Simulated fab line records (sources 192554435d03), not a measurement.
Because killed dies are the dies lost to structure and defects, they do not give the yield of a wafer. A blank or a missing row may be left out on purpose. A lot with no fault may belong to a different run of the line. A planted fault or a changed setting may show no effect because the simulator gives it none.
Which tool did it? || flow n5 finfet || 9 lots, 26 wafers sampled, at 5 steps of a route of 1938

## WHAT EACH GAUGE READ, for each wafer
N5_BEOL_M4_RC_MEAS_101. Usual: DIBL_N 37.2 mV/V, standard deviation 2.5; DIBL_P 38 mV/V, standard deviation 3; IOFF_N 0.17 nA/um, standard deviation 0.044; IOFF_P 0.24 nA/um, standard deviation 0.059; ION_N 667 uA/um, standard deviation 13; ION_P 461 uA/um, standard deviation 7.9; SS_N 71.8 mV/dec, standard deviation 0.86; SS_P 73.6 mV/dec, standard deviation 0.92; VT_N 250 mV, standard deviation 4.1; VT_P -249 mV, standard deviation 3.9.
{"lot": "L892", "measured": "day 8 10:58", "on": "prober-01", "DIBL_N (mV/V)": "36.9 36.7 39.7", "DIBL_P (mV/V)": "38 37 41", "IOFF_N (nA/um)": "0.17 0.15 0.22", "IOFF_P (nA/um)": "0.23 0.21 0.31", "ION_N (uA/um)": "685 656 682", "ION_P (uA/um)": "466 460 468", "SS_N (mV/dec)": "72.0 71.8 73.0", "SS_P (mV/dec)": "73.9 72.6 74.0", "VT_N (mV)": "250 252 245", "VT_P (mV)": "-247 -253 -243", "flag": ""}
{"lot": "L893", "measured": "day 9 11:11", "on": "prober-01", "DIBL_N (mV/V)": "36.7 39.3 37.2", "DIBL_P (mV/V)": "39 41 39", "IOFF_N (nA/um)": "0.18 0.23 0.17", "IOFF_P (nA/um)": "0.24 0.29 0.25", "ION_N (uA/um)": "673 680 668", "ION_P (uA/um)": "467 466 456", "SS_N (mV/dec)": "71.5 72.2 72.2", "SS_P (mV/dec)": "73.7 74.8 74.6", "VT_N (mV)": "248 244 247", "VT_P (mV)": "-250 -248 -250", "flag": ""}
{"lot": "L894", "measured": "day 9 19:04", "on": "prober-01", "DIBL_N (mV/V)": "35.1 40.2", "DIBL_P (mV/V)": "35 42", "IOFF_N (nA/um)": "0.12 0.23", "IOFF_P (nA/um)": "0.19 0.34", "ION_N (uA/um)": "652 677", "ION_P (uA/um)": "454 461", "SS_N (mV/dec)": "72.0 73.0", "SS_P (mV/dec)": "72.7 75.4", "VT_N (mV)": "254 245", "VT_P (mV)": "-250 -245", "flag": ""}
{"lot": "L896", "measured": "day 9 20:43", "on": "prober-01", "DIBL_N (mV/V)": "38.4 37.4 39.7", "DIBL_P (mV/V)": "38 38 40", "IOFF_N (nA/um)": "0.17 0.16 0.20", "IOFF_P (nA/um)": "0.24 0.23 0.29", "ION_N (uA/um)": "684 667 682", "ION_P (uA/um)": "465 460 475", "SS_N (mV/dec)": "71.6 72.3 72.5", "SS_P (mV/dec)": "74.1 73.9 74.6", "VT_N (mV)": "251 254 248", "VT_P (mV)": "-251 -250 -246", "flag": ""}
{"lot": "L899", "measured": "day 10 00:31", "on": "prober-02", "DIBL_N (mV/V)": "38.5 37.5 37.5", "DIBL_P (mV/V)": "38 37 36", "IOFF_N (nA/um)": "0.18 0.15 0.16", "IOFF_P (nA/um)": "0.27 0.23 0.22", "ION_N (uA/um)": "677 658 670", "ION_P (uA/um)": "480 460 459", "SS_N (mV/dec)": "71.3 71.7 71.0", "SS_P (mV/dec)": "73.6 73.5 73.3", "VT_N (mV)": "249 252 247", "VT_P (mV)": "-244 -247 -246", "flag": ""}
{"lot": "L901", "measured": "day 10 17:22", "on": "prober-01", "DIBL_N (mV/V)": "38.9 35.6 34.8", "DIBL_P (mV/V)": "40 37 35", "IOFF_N (nA/um)": "0.23 0.16 0.14", "IOFF_P (nA/um)": "0.27 0.22 0.18", "ION_N (uA/um)": "681 665 657", "ION_P (uA/um)": "462 454 449", "SS_N (mV/dec)": "73.0 72.6 71.6", "SS_P (mV/dec)": "74.5 73.7 72.8", "VT_N (mV)": "246 251 254", "VT_P (mV)": "-250 -251 -253", "flag": ""}
{"lot": "L903", "measured": "day 11 13:14", "on": "prober-01", "DIBL_N (mV/V)": "43.1 33.8 40.1", "DIBL_P (mV/V)": "43 32 40", "IOFF_N (nA/um)": "0.26 0.10 0.21", "IOFF_P (nA/um)": "0.44 0.21 0.39", "ION_N (uA/um)": "691 654 676", "ION_P (uA/um)": "484 476 478", "SS_N (mV/dec)": "73.7 71.2 72.3", "SS_P (mV/dec)": "75.0 71.1 74.7", "VT_N (mV)": "245 260 246", "VT_P (mV)": "-238 -247 -237", "flag": ""}
{"lot": "L907", "measured": "day 12 12:50", "on": "prober-01", "DIBL_N (mV/V)": "38.4 36.6 36.0", "DIBL_P (mV/V)": "40 37 36", "IOFF_N (nA/um)": "0.20 0.15 0.15", "IOFF_P (nA/um)": "0.29 0.25 0.22", "ION_N (uA/um)": "673 659 669", "ION_P (uA/um)": "465 464 462", "SS_N (mV/dec)": "72.1 70.8 71.0", "SS_P (mV/dec)": "74.4 73.8 73.1", "VT_N (mV)": "247 248 250", "VT_P (mV)": "-248 -248 -252", "flag": ""}
{"lot": "L910", "measured": "day 12 23:52", "on": "prober-01", "DIBL_N (mV/V)": "35.6 36.4 34.8", "DIBL_P (mV/V)": "36 38 36", "IOFF_N (nA/um)": "0.15 0.16 0.13", "IOFF_P (nA/um)": "0.21 0.24 0.21", "ION_N (uA/um)": "666 681 660", "ION_P (uA/um)": "459 469 453", "SS_N (mV/dec)": "71.2 71.0 71.4", "SS_P (mV/dec)": "72.4 72.7 72.3", "VT_N (mV)": "251 251 254", "VT_P (mV)": "-251 -248 -252", "flag": ""}

## WHICH TOOL RAN EACH LOT (tool, then ch and the chambers of the sampled wafers, then the start)
{"lot": "L892", "N5_BEOL_M3_DESCUM_16": "rie diel-05 ch 0,3, day 7 07:41", "N5_BEOL_M3_ALD_98": "ald sin-04 ch 0,1,2, day 7 08:53", "N5_BEOL_M3_ETCH_70": "rie diel-03 ch 0,1,2, day 7 16:47", "N5_BEOL_M3_DEGAS_44": "pvd sputter-01, day 7 17:51"}
{"lot": "L893", "N5_BEOL_M3_DESCUM_16": "rie diel-03 ch 0,2, day 8 07:05", "N5_BEOL_M3_ALD_98": "ald sin-02 ch 1,3, day 8 08:19", "N5_BEOL_M3_ETCH_70": "rie diel-03 ch 0,1,2, day 8 20:14", "N5_BEOL_M3_DEGAS_44": "pvd sputter-02, day 8 21:46"}
{"lot": "L894", "N5_BEOL_M3_DESCUM_16": "rie diel-01 ch 0,2, day 8 17:41", "N5_BEOL_M3_ALD_98": "ald sin-04 ch 0,2, day 8 19:02", "N5_BEOL_M3_ETCH_70": "rie diel-01 ch 1,3, day 9 00:52", "N5_BEOL_M3_DEGAS_44": "pvd sputter-02, day 9 01:29"}
{"lot": "L896", "N5_BEOL_M3_DESCUM_16": "rie diel-01 ch 0,1, day 8 17:55", "N5_BEOL_M3_ALD_98": "ald sin-02 ch 0,1,2, day 8 19:22", "N5_BEOL_M3_ETCH_70": "rie diel-01 ch 0,1,2, day 9 03:58", "N5_BEOL_M3_DEGAS_44": "pvd sputter-03, day 9 04:31"}
{"lot": "L899", "N5_BEOL_M3_DESCUM_16": "rie diel-01 ch 0,1,3, day 8 19:14", "N5_BEOL_M3_ALD_98": "ald sin-02 ch 0,1,3, day 8 20:55", "N5_BEOL_M3_ETCH_70": "rie diel-01 ch 0,1,3, day 9 04:20", "N5_BEOL_M3_DEGAS_44": "pvd sputter-03, day 9 04:55"}
{"lot": "L901", "N5_BEOL_M3_DESCUM_16": "rie diel-05 ch 2,3, day 9 12:44", "N5_BEOL_M3_ALD_98": "ald sin-04 ch 0,1,2, day 9 14:01", "N5_BEOL_M3_ETCH_70": "rie diel-05 ch 2,3, day 9 14:47", "N5_BEOL_M3_DEGAS_44": "pvd sputter-03, day 9 15:35"}
{"lot": "L903", "N5_BEOL_M3_DESCUM_16": "rie diel-05 ch 0,3, day 10 12:21", "N5_BEOL_M3_ALD_98": "ald sin-02 ch 0,3, day 10 13:29", "N5_BEOL_M3_ETCH_70": "rie diel-01 ch 0,1,2, day 10 18:35", "N5_BEOL_M3_DEGAS_44": "pvd sputter-01, day 10 19:23"}
{"lot": "L907", "N5_BEOL_M3_DESCUM_16": "rie diel-01 ch 0,1,2, day 11 16:06", "N5_BEOL_M3_ALD_98": "ald sin-02 ch 0,1,2, day 11 17:27", "N5_BEOL_M3_ETCH_70": "rie diel-01 ch 0,1,2, day 11 22:38", "N5_BEOL_M3_DEGAS_44": "pvd sputter-03, day 11 23:38"}
{"lot": "L910", "N5_BEOL_M3_DESCUM_16": "rie diel-03 ch 1,2, day 11 23:31", "N5_BEOL_M3_ALD_98": "ald sin-02 ch 0,2,3, day 12 00:43", "N5_BEOL_M3_ETCH_70": "rie diel-03 ch 1,2, day 12 08:13", "N5_BEOL_M3_DEGAS_44": "pvd sputter-01, day 12 09:11"}
- N5_BEOL_M3_DESCUM_16: chemistry O2, time 7 s.
- N5_BEOL_M3_ALD_98: deposits SiO2, target thk 2.5 nm, pulse time 1 s, co reactant pulse time 1 s.
- N5_BEOL_M3_ETCH_70: etches SOC in N2/H2, target depth 80 nm, overetch 16 nm, time 120 s.
- N5_BEOL_M3_DEGAS_44: time 60 s.

## WHAT THE TOOLS THEMSELVES READ (means of the sampled wafers that have a number; where no wafer has one, the mark that the record gives instead)
N5_BEOL_M3_DESCUM_16. Usual: drypump motor current A 5.8 A, standard deviation 0.49; oes product au 0.81 a.u., standard deviation 0.075; rf vpp V 243.2 V, standard deviation 1.2; showerhead plenum p Torr 2.09 Torr, standard deviation 0.062; throttle valve pct 20.33 %, standard deviation 0.21.
{"lot": "L892", "tool": "rie diel-05", "drypump motor current A (A)": 5.3, "oes product au (a.u.)": 0.72, "rf vpp V (V)": 242.4, "showerhead plenum p Torr (Torr)": 2.07, "throttle valve pct (%)": 20.55, "flag": ""}
{"lot": "L893", "tool": "rie diel-03", "drypump motor current A (A)": 5.9, "oes product au (a.u.)": 0.81, "rf vpp V (V)": 243.6, "showerhead plenum p Torr (Torr)": 2.11, "throttle valve pct (%)": 20.27, "flag": ""}
{"lot": "L894", "tool": "rie diel-01", "drypump motor current A (A)": 5.4, "oes product au (a.u.)": 0.91, "rf vpp V (V)": 242.1, "showerhead plenum p Torr (Torr)": 2.05, "throttle valve pct (%)": 20.18, "flag": ""}
{"lot": "L896", "tool": "rie diel-01", "drypump motor current A (A)": 5.5, "oes product au (a.u.)": 0.90, "rf vpp V (V)": 242.8, "showerhead plenum p Torr (Torr)": 2.05, "throttle valve pct (%)": 20.08, "flag": ""}
{"lot": "L899", "tool": "rie diel-01", "drypump motor current A (A)": 5.6, "oes product au (a.u.)": 0.87, "rf vpp V (V)": 242.5, "showerhead plenum p Torr (Torr)": 2.07, "throttle valve pct (%)": 20.14, "flag": ""}
{"lot": "L901", "tool": "rie diel-05", "drypump motor current A (A)": 5.5, "oes product au (a.u.)": 0.76, "rf vpp V (V)": 243.9, "showerhead plenum p Torr (Torr)": 2.13, "throttle valve pct (%)": 20.69, "flag": ""}
{"lot": "L903", "tool": "rie diel-05", "drypump motor current A (A)": 5.3, "oes product au (a.u.)": 0.71, "rf vpp V (V)": 242.3, "showerhead plenum p Torr (Torr)": 2.07, "throttle valve pct (%)": 20.59, "flag": ""}
{"lot": "L907", "tool": "rie diel-01", "drypump motor current A (A)": 5.4, "oes product au (a.u.)": 0.87, "rf vpp V (V)": 242.4, "showerhead plenum p Torr (Torr)": 2.05, "throttle valve pct (%)": 20.16, "flag": ""}
{"lot": "L910", "tool": "rie diel-03", "drypump motor current A (A)": 6.1, "oes product au (a.u.)": 0.76, "rf vpp V (V)": 242.9, "showerhead plenum p Torr (Torr)": 2.08, "throttle valve pct (%)": 20.30, "flag": ""}

N5_BEOL_M3_ALD_98. Usual: heater power w 78 W, standard deviation 7.9; precursor pulse height rel 1.000, standard deviation 0.019.
{"lot": "L892", "tool": "ald sin-04", "heater power w (W)": 73, "precursor pulse height rel": 1.007, "flag": ""}
{"lot": "L893", "tool": "ald sin-02", "heater power w (W)": 74, "precursor pulse height rel": 1.015, "flag": ""}
{"lot": "L894", "tool": "ald sin-04", "heater power w (W)": 74, "precursor pulse height rel": 0.981, "flag": ""}
{"lot": "L896", "tool": "ald sin-02", "heater power w (W)": 80, "precursor pulse height rel": 1.001, "flag": ""}
{"lot": "L899", "tool": "ald sin-02", "heater power w (W)": 73, "precursor pulse height rel": 0.979, "flag": ""}
{"lot": "L901", "tool": "ald sin-04", "heater power w (W)": 73, "precursor pulse height rel": 1.002, "flag": ""}
{"lot": "L903", "tool": "ald sin-02", "heater power w (W)": 73, "precursor pulse height rel": 0.992, "flag": ""}
{"lot": "L907", "tool": "ald sin-02", "heater power w (W)": 80, "precursor pulse height rel": 0.994, "flag": ""}
{"lot": "L910", "tool": "ald sin-02", "heater power w (W)": 78, "precursor pulse height rel": 1.016, "flag": ""}

N5_BEOL_M3_ETCH_70. Usual: drypump motor current A 5.8 A, standard deviation 0.47; h2 flow sccm 199.9 sccm, standard deviation 0.61; oes product au 0.63 a.u., standard deviation 0.046; rf vpp V 523.9 V, standard deviation 2.2; showerhead plenum p Torr 2.53 Torr, standard deviation 0.078; throttle valve pct 17.62 %, standard deviation 0.26.
{"lot": "L892", "tool": "rie diel-03", "drypump motor current A (A)": 6.1, "h2 flow sccm (sccm)": 199.8, "oes product au (a.u.)": 0.62, "rf vpp V (V)": 524.6, "showerhead plenum p Torr (Torr)": 2.56, "throttle valve pct (%)": 17.77, "flag": ""}
{"lot": "L893", "tool": "rie diel-03", "drypump motor current A (A)": 6.2, "h2 flow sccm (sccm)": 200.7, "oes product au (a.u.)": 0.61, "rf vpp V (V)": 525.0, "showerhead plenum p Torr (Torr)": 2.56, "throttle valve pct (%)": 17.79, "flag": ""}
{"lot": "L894", "tool": "rie diel-01", "drypump motor current A (A)": 5.8, "h2 flow sccm (sccm)": 200.1, "oes product au (a.u.)": 0.66, "rf vpp V (V)": 523.6, "showerhead plenum p Torr (Torr)": 2.52, "throttle valve pct (%)": 17.45, "flag": ""}
{"lot": "L896", "tool": "rie diel-01", "drypump motor current A (A)": 5.4, "h2 flow sccm (sccm)": 199.7, "oes product au (a.u.)": 0.67, "rf vpp V (V)": 523.0, "showerhead plenum p Torr (Torr)": 2.47, "throttle valve pct (%)": 17.35, "flag": ""}
{"lot": "L899", "tool": "rie diel-01", "drypump motor current A (A)": 5.6, "h2 flow sccm (sccm)": 200.1, "oes product au (a.u.)": 0.65, "rf vpp V (V)": 523.8, "showerhead plenum p Torr (Torr)": 2.51, "throttle valve pct (%)": 17.48, "flag": ""}
{"lot": "L901", "tool": "rie diel-05", "drypump motor current A (A)": 5.3, "h2 flow sccm (sccm)": 200.4, "oes product au (a.u.)": 0.61, "rf vpp V (V)": 523.7, "showerhead plenum p Torr (Torr)": 2.51, "throttle valve pct (%)": 17.85, "flag": ""}
{"lot": "L903", "tool": "rie diel-01", "drypump motor current A (A)": 5.4, "h2 flow sccm (sccm)": 199.4, "oes product au (a.u.)": 0.66, "rf vpp V (V)": 522.9, "showerhead plenum p Torr (Torr)": 2.46, "throttle valve pct (%)": 17.37, "flag": ""}
{"lot": "L907", "tool": "rie diel-01", "drypump motor current A (A)": 5.4, "h2 flow sccm (sccm)": 199.9, "oes product au (a.u.)": 0.65, "rf vpp V (V)": 521.9, "showerhead plenum p Torr (Torr)": 2.46, "throttle valve pct (%)": 17.38, "flag": ""}
{"lot": "L910", "tool": "rie diel-03", "drypump motor current A (A)": 6.1, "h2 flow sccm (sccm)": 200.0, "oes product au (a.u.)": 0.58, "rf vpp V (V)": 524.5, "showerhead plenum p Torr (Torr)": 2.54, "throttle valve pct (%)": 17.71, "flag": ""}

N5_BEOL_M3_DEGAS_44. Usual: heater power w at 338 W, with a standard deviation of 43.
{"lot": "L892", "tool": "pvd sputter-01", "heater power w (W)": 313, "flag": ""}
{"lot": "L893", "tool": "pvd sputter-02", "heater power w (W)": 366, "flag": ""}
{"lot": "L894", "tool": "pvd sputter-02", "heater power w (W)": 354, "flag": ""}
{"lot": "L896", "tool": "pvd sputter-03", "heater power w (W)": 335, "flag": ""}
{"lot": "L899", "tool": "pvd sputter-03", "heater power w (W)": 309, "flag": ""}
{"lot": "L901", "tool": "pvd sputter-03", "heater power w (W)": 351, "flag": ""}
{"lot": "L903", "tool": "pvd sputter-01", "heater power w (W)": 325, "flag": ""}
{"lot": "L907", "tool": "pvd sputter-03", "heater power w (W)": 288, "flag": ""}
{"lot": "L910", "tool": "pvd sputter-01", "heater power w (W)": 330, "flag": ""}

## THE ANSWER, worked out from the rows above alone
Rule: a lot counts as off when the mean over its wafers that have a number is more than 3 standard deviations away from the usual mean. A lot without any number at a reading at which 4 lots or more have one is off too. All remaining lots with rows at the step are treated as sound. The gauges are gone through in route order, then the tools' own readings, and for those a lot's mean is taken as printed above. The first step at which some lot is off is used, and at that step the reading that is off furthest; a lot without a number counts as furthest.
No lot is off at any reading shown: from this, nothing can be told.

## WHAT THE SIMULATOR HAD INSERTED
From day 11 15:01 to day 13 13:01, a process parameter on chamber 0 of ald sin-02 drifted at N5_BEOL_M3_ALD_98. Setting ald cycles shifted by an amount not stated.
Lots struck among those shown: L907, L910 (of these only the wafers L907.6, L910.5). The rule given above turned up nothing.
